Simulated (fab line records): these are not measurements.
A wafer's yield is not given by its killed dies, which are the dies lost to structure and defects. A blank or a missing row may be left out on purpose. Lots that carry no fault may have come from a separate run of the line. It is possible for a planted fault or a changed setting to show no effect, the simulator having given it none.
Which tool did it? || flow nand_harc || 6 lots, 18 wafers sampled, at 1 step of a route of 1302

WHAT EACH GAUGE READ, for each wafer
NHARC_P_START_INSPECT_01.
{"lot": "L242", "measured": "day 2 06:03", "on": "defect_inspect-02", "raw_defect_count": "5 4 3"}
{"lot": "L246", "measured": "day 3 22:02", "on": "defect_inspect-01", "raw_defect_count": "5 2 3"}
{"lot": "L248", "measured": "day 4 18:02", "on": "defect_inspect-02", "raw_defect_count": "2 4 3"}
{"lot": "L252", "measured": "day 6 10:02", "on": "defect_inspect-01", "raw_defect_count": "3 6 5"}
{"lot": "L256", "measured": "day 8 02:02", "on": "defect_inspect-01", "raw_defect_count": "5 6 3"}
{"lot": "L258", "measured": "day 8 22:02", "on": "defect_inspect-01", "raw_defect_count": "3 8 3"}

EACH LOT AND THE TOOL THAT RAN IT (in order: tool; ch and the chambers of the sampled wafers; start)
Before these readings, the record contains no process step.

THE ANSWER, worked out from the rows above alone
Rule: what is usual is taken from the lots themselves. The widest of any qualifying gaps counts: lots, ordered by their means at a reading, are off when they make up no more than a third of the lots, leave a main group of 4 or more, and stand apart from it by 3 or more times the standard deviation of that group's means. A main group is skipped when, at the precision printed for the reading in the tables above, its means are all equal. Also off: a lot with no number at a reading for which 4 or more lots have one. The other lots that the step has rows for count as sound.
Across all readings shown, no lot is off: no conclusion can be drawn from this.

WHAT WAS PUT IN BY THE SIMULATOR
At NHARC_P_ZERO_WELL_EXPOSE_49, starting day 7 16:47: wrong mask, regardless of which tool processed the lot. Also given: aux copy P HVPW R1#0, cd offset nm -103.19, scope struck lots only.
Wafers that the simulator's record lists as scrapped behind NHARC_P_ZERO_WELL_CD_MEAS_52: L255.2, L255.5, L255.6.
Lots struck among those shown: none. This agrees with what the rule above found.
